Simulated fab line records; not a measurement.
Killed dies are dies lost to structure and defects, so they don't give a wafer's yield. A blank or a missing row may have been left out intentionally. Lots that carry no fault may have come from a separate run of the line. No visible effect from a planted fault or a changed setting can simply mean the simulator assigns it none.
One fault through the eyes of 3 desks | flow n5_finfet | only its own numbers are on each desk; what lay behind them is given at the end

## DESK OF THE TOOL OWNER: rie_diel-01
The tool's own readings at N5_BEOL_M4_ETCH_41 (etches SiCN in CH3F/O2, target depth 29.9 nm, time 52.5 s): means of the sampled wafers that have a number, for each lot that ran on this tool. The brackets show how far a lot's mean lies from the usual mean; more than 4 standard deviations puts the lot out of limits, marked OUT.
Columns: A = drypump_motor_current_A at N5_BEOL_M4_ETCH_41, usual 5.68 A; B = oes_product_au at N5_BEOL_M4_ETCH_41, usual 0.79 a.u.; C = rf_vpp_V at N5_BEOL_M4_ETCH_41, usual 297.0 V; D = showerhead_plenum_p_Torr at N5_BEOL_M4_ETCH_41, usual 1.98 Torr; E = throttle_valve_pct at N5_BEOL_M4_ETCH_41, usual 16.4 %
lot  | first seen here | A    | B               | C     | D    | E
L105 | day 10 15:07    | 5.62 | 0.78            | 297.6 | 2.01 | 16.5
L108 | day 11 15:18    | 5.64 | 0.79            | 296.8 | 2.01 | 16.5
L106 | day 12 01:50    | 5.62 | 0.81            | 297.0 | 2.02 | 16.4
L111 | day 12 07:25    | 5.64 | 0.78            | 297.1 | 2.01 | 16.5
L112 | day 13 17:23    | 5.81 | 1.02            | 296.1 | 1.94 | 16.1
L118 | day 15 04:03    | 5.64 | 1.10 (+4.1) OUT | 297.5 | 2.00 | 16.4
This desk's finding: out of limits on L118; first on L118, day 15 04:03 (oes_product_au at N5_BEOL_M4_ETCH_41). L105, L108, L106, L111, L112: within limits.

## AT THE METROLOGY DESK
Means of the sampled wafers that have a number, per lot and without regard to the tool the lot ran on: this is what the gauges read. The brackets show how far a lot's mean lies from the usual mean; more than 4 standard deviations puts the lot out of limits, marked OUT. 7 of its 11 readings are shown, namely those furthest out on some lot.
Columns: A = DIBL_N at N5_BEOL_M4_RC_MEAS_101, usual 36.1 mV/V; B = DIBL_P at N5_BEOL_M4_RC_MEAS_101, usual 36 mV/V; C = IOFF_N at N5_BEOL_M4_RC_MEAS_101, usual 0.16 nA/um; D = IOFF_P at N5_BEOL_M4_RC_MEAS_101, usual 0.21 nA/um; E = ION_P at N5_BEOL_M4_RC_MEAS_101, usual 462 uA/um; F = SS_P at N5_BEOL_M4_RC_MEAS_101, usual 73.2 mV/dec; G = VT_P at N5_BEOL_M4_RC_MEAS_101, usual -250 mV
lot  | first seen here | A    | B  | C    | D    | E   | F    | G
L105 | day 10 05:28    | 37.4 | 37 | 0.17 | 0.25 | 464 | 73.4 | -247
L106 | day 10 09:44    | 33.9 | 36 | 0.12 | 0.21 | 462 | 72.8 | -247
L108 | day 10 10:26    | 38.0 | 40 | 0.20 | 0.27 | 471 | 73.9 | -246
L107 | day 10 16:07    | 35.4 | 33 | 0.13 | 0.18 | 459 | 72.7 | -251
L111 | day 11 02:14    | 34.4 | 34 | 0.14 | 0.16 | 451 | 72.9 | -254
L113 | day 11 05:17    | 35.2 | 34 | 0.13 | 0.16 | 446 | 72.8 | -256
L112 | day 11 16:55    | 39.5 | 40 | 0.24 | 0.28 | 470 | 74.8 | -248
L120 | day 13 10:23    | 35.7 | 36 | 0.16 | 0.19 | 459 | 73.2 | -253
L118 | day 13 18:17    | 35.3 | 34 | 0.14 | 0.19 | 455 | 73.0 | -252
L122 | day 15 02:32    | 34.9 | 37 | 0.14 | 0.18 | 463 | 73.2 | -255
L125 | day 15 04:25    | 37.8 | 39 | 0.18 | 0.23 | 462 | 74.3 | -252
This desk's finding: nothing out of limits on any of the 11 lots.

## THE DEFECT DESK
Inspection counts along the route, by lot: the mean over sampled wafers that carry a number. The brackets show how far a lot's mean lies from the usual mean; more than 4 standard deviations puts the lot out of limits, marked OUT.
Columns: A = raw_defect_count at N5_BEOL_M4_INSPECT_30, usual 414
lot  | first seen here | A
L105 | day 10 05:34    | 458
L106 | day 10 09:49    | 364
L108 | day 10 10:31    | 583
L107 | day 10 16:12    | 448
L111 | day 11 02:20    | 388
L113 | day 11 05:22    | 488
L112 | day 11 16:59    | 438
L120 | day 13 10:28    | 363
L118 | day 13 18:22    | 394
L122 | day 15 02:37    | 372
L125 | day 15 04:31    | 539
This desk's finding: nothing out of limits on any of the 11 lots.

## BROUGHT TOGETHER
An alarm could have come from the tool owner's desk at day 15 04:03, on L118.
Metrology desk: nothing out of limits seen.
Nothing out of limits was seen by the defect desk.
The metrology desk holds a record of L118, inside its limits.
The defect desk has L118 on record, within its limits.
N5_BEOL_M4_ETCH_41 was run on rie_diel-01 by each of the lots named.

## WHAT THE SIMULATOR HAD INSERTED
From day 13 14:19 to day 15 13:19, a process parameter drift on rie_diel-01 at N5_BEOL_M4_ETCH_41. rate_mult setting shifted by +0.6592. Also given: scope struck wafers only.
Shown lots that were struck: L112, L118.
Each desk's first reading out of limits, in hours after the fault started: the tool owner's desk, 38.
